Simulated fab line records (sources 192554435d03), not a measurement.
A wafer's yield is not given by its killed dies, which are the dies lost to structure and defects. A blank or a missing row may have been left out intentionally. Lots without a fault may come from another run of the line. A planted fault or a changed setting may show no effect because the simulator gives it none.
Chamber matching | flow n5 finfet | 4 sister chambers for N5_HKMG_FIN_PWFM_ALD_03 on ald metal-03
The step deposits TiN, target thk 2 nm, pulse time 1 s, purge time 3 s. 4 wafers are shown with their chamber, then 8 later ones without.

== WAFERS WITH THEIR CHAMBER ==
wafer  | chamber | heater power w (W)
L086.2 | 0       | 898
L086.4 | 1       | 926
L086.6 | 2       | 948
L087.2 | 3       | 907

== WAFERS WITHOUT THEIR CHAMBER ==
wafer  | heater power w (W)
L087.5 | 925
L087.6 | 907
L091.2 | 896
L091.4 | 879
L091.6 | 911
L094.2 | 954
L094.3 | 933
L094.5 | 948

== WHICH CHAMBER EACH WENT THROUGH ==
wafer  | from the rows above          | in truth
L087.5 | 1                            | 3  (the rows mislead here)
L087.6 | can't be placed: 3 or 0      | 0
L091.2 | can't be placed: 0 or 3      | 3
L091.4 | can't be placed: 0 or 3      | 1
L091.6 | can't be placed: 3 or 0 or 1 | 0
L094.2 | 2                            | 2
L094.3 | can't be placed: 1 or 2      | 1
L094.5 | 2                            | 2
Correct placement for 2 of the 8. Not placeable from these rows: 5 (in 4, the candidates include the true chamber). Wrongly placed: 1.
How it was worked out, from the rows above alone: a wafer's distance from a chamber is the root of the sum, over the readings, of the square of ((its reading less the chamber's mean) divided by the reading's scatter). If the next closest chamber is less than 2 further off than the closest, the wafer can't be placed; otherwise it belongs to the closest. A chamber's mean is the mean of its shown wafers. The scatter: root of mean squared gap, hidden wafer to nearest shown wafer, with one shown wafer a chamber.
